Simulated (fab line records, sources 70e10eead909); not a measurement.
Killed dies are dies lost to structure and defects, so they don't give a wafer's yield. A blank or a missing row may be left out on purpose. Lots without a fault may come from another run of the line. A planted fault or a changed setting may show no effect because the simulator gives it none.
Chamber matching | flow nand_harc | NHARC_HYBRID_BOND_ACTIVATE_00 on rie_diel-07: 4 sister chambers
The step chemistry N2, time 60 s. 8 wafers are shown with their chamber, then 12 later ones without.

WAFERS WITH THEIR CHAMBER
wafer  | chamber | drypump_motor_current_A (A) | showerhead_plenum_p_Torr (Torr)
L090.2 | 2       | 6.4                         | 1.69
L090.6 | 1       | 5.6                         | 1.63
L092.4 | 1       | 5.6                         | 1.62
L092.5 | 2       | 6.3                         | 1.69
L092.6 | 3       | 5.4                         | 1.76
L093.2 | 0       | 5.7                         | 1.64
L093.4 | 3       | 5.4                         | 1.76
L093.6 | 0       | 5.7                         | 1.64

WAFERS WITHOUT THEIR CHAMBER
wafer  | drypump_motor_current_A (A) | showerhead_plenum_p_Torr (Torr)
L094.2 | 5.7                         | 1.64
L094.4 | 6.3                         | 1.69
L094.5 | 5.4                         | 1.76
L095.1 | 5.7                         | 1.64
L095.2 | 5.4                         | 1.76
L095.5 | 5.7                         | 1.64
L097.1 | 5.4                         | 1.76
L097.2 | 5.6                         | 1.62
L097.3 | 5.6                         | 1.64
L096.3 | 5.7                         | 1.64
L096.5 | 5.4                         | 1.76
L096.6 | 5.6                         | 1.64

WHICH CHAMBER EACH WENT THROUGH
wafer  | from the rows above     | in truth
L094.2 | 0                       | 0
L094.4 | 2                       | 2
L094.5 | 3                       | 3
L095.1 | 0                       | 0
L095.2 | 3                       | 3
L095.5 | 0                       | 0
L097.1 | 3                       | 3
L097.2 | 1                       | 1
L097.3 | can't be placed: 0 or 1 | 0
L096.3 | 0                       | 0
L096.5 | 3                       | 3
L096.6 | can't be placed: 0 or 1 | 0
Placed correctly: 10 of 12. Can't be placed from these rows: 2 (the true chamber is among the candidates in 2). Placed wrongly: 0.
How it was worked out, from the rows above alone: a wafer's distance from a chamber is the root of the sum, over the readings, of the square of ((its reading less the chamber's mean) divided by the reading's scatter). The wafer belongs to the nearest chamber; if the next one is less than 2 further off, it can't be placed. A chamber's mean is the mean of its shown wafers. The scatter: the root of (the sum of the squares of (reading less its chamber's mean) over the shown wafers, divided by (wafers less chambers)).
